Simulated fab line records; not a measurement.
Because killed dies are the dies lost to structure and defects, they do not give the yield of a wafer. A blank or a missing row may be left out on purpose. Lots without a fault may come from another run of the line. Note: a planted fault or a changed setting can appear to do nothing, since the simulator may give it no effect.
Matching of chambers :: flow nand harc :: 4 sister chambers for NHARC_P_GATE_DESCUM_31 on rie diel-01
The step chemistry O2, time 3 s. 18 wafers are shown with their chamber, then 9 later ones without.

WAFERS, EACH WITH ITS CHAMBER
wafer: L074.2
chamber: 0
drypump motor current A (A): 4.9
oes product au (a.u.): 1.019
rf vpp V (V): 57.3

wafer: L074.3
chamber: 2
drypump motor current A (A): 6.0
oes product au (a.u.): 1.012
rf vpp V (V): 58.3

wafer: L074.4
chamber: 1
drypump motor current A (A): 5.5
oes product au (a.u.): 1.026
rf vpp V (V): 58.1

wafer: L076.2
chamber: 3
drypump motor current A (A): 5.1
oes product au (a.u.): 0.979
rf vpp V (V): 57.0

wafer: L076.3
chamber: 0
drypump motor current A (A): 4.9
oes product au (a.u.): 1.015
rf vpp V (V): 56.8

wafer: L076.5
chamber: 1
drypump motor current A (A): 5.5
oes product au (a.u.): 1.007
rf vpp V (V): 58.5

wafer: L083.2
chamber: 0
drypump motor current A (A): 5.0
oes product au (a.u.): 1.015
rf vpp V (V): 57.5

wafer: L083.3
chamber: 3
drypump motor current A (A): 5.1
oes product au (a.u.): 0.996
rf vpp V (V): 58.7

wafer: L083.6
chamber: 0
drypump motor current A (A): 4.9
oes product au (a.u.): 1.005
rf vpp V (V): 57.5

wafer: L084.1
chamber: 3
drypump motor current A (A): 5.1
oes product au (a.u.): 0.998
rf vpp V (V): 58.3

wafer: L084.3
chamber: 2
drypump motor current A (A): 6.0
oes product au (a.u.): 1.010
rf vpp V (V): 55.8

wafer: L084.6
chamber: 3
drypump motor current A (A): 5.1
oes product au (a.u.): 0.995
rf vpp V (V): 57.3

wafer: L087.2
chamber: 0
drypump motor current A (A): 4.9
oes product au (a.u.): 1.005
rf vpp V (V): 57.5

wafer: L087.3
chamber: 1
drypump motor current A (A): 5.5
oes product au (a.u.): 1.005
rf vpp V (V): 58.6

wafer: L087.4
chamber: 3
drypump motor current A (A): 5.1
oes product au (a.u.): 0.992
rf vpp V (V): 57.9

wafer: L089.2
chamber: 2
drypump motor current A (A): 6.0
oes product au (a.u.): 0.994
rf vpp V (V): 58.2

wafer: L089.4
chamber: 0
drypump motor current A (A): 4.9
oes product au (a.u.): 1.003
rf vpp V (V): 56.3

wafer: L089.5
chamber: 3
drypump motor current A (A): 5.1
oes product au (a.u.): 0.993
rf vpp V (V): 57.5

SIGNATURES (averages over the wafers above)
reading: drypump motor current A
chamber 0: 4.917
chamber 1: 5.500
chamber 2: 6.000
chamber 3: 5.100
scatter within a chamber: 0.0244

reading: oes product au
chamber 0: 1.01033
chamber 1: 1.01267
chamber 2: 1.00533
chamber 3: 0.99217
scatter within a chamber: 0.00812

reading: rf vpp V
chamber 0: 57.150
chamber 1: 58.400
chamber 2: 57.433
chamber 3: 57.783
scatter within a chamber: 0.729
Rule: for each reading, subtract the chamber's mean from the wafer's reading, divide by that reading's scatter and square the result; add these up over the readings and take the root, which gives the wafer's distance from the chamber. If the next closest chamber is less than 2 further off than the closest, the wafer can't be placed; otherwise it belongs to the closest. The scatter: the root of (the sum of the squares of (reading less its chamber's mean) over the shown wafers, divided by (wafers less chambers)).

WAFERS WITH NO CHAMBER GIVEN
wafer: L091.1
drypump motor current A (A): 5.1
oes product au (a.u.): 0.991
rf vpp V (V): 58.3

wafer: L091.3
drypump motor current A (A): 6.0
oes product au (a.u.): 0.989
rf vpp V (V): 58.2

wafer: L091.5
drypump motor current A (A): 6.0
oes product au (a.u.): 0.997
rf vpp V (V): 57.8

wafer: L092.1
drypump motor current A (A): 4.9
oes product au (a.u.): 1.009
rf vpp V (V): 58.2

wafer: L092.3
drypump motor current A (A): 5.1
oes product au (a.u.): 1.003
rf vpp V (V): 58.2

wafer: L092.5
drypump motor current A (A): 5.5
oes product au (a.u.): 0.991
rf vpp V (V): 56.8

wafer: L094.2
drypump motor current A (A): 5.5
oes product au (a.u.): 1.001
rf vpp V (V): 57.2

wafer: L094.3
drypump motor current A (A): 6.0
oes product au (a.u.): 0.986
rf vpp V (V): 59.3

wafer: L094.4
drypump motor current A (A): 5.1
oes product au (a.u.): 0.993
rf vpp V (V): 57.5

CHAMBER TAKEN BY EACH
wafer: L091.1
from the rows above: 3
in truth: 3

wafer: L091.3
from the rows above: 2
in truth: 2

wafer: L091.5
from the rows above: 2
in truth: 2

wafer: L092.1
from the rows above: 0
in truth: 0

wafer: L092.3
from the rows above: 3
in truth: 3

wafer: L092.5
from the rows above: 1
in truth: 1

wafer: L094.2
from the rows above: 1
in truth: 1

wafer: L094.3
from the rows above: 2
in truth: 2

wafer: L094.4
from the rows above: 3
in truth: 3
Correct placement for 9 of the 9. From these rows, 0 cannot be placed. Number placed wrongly: 0.
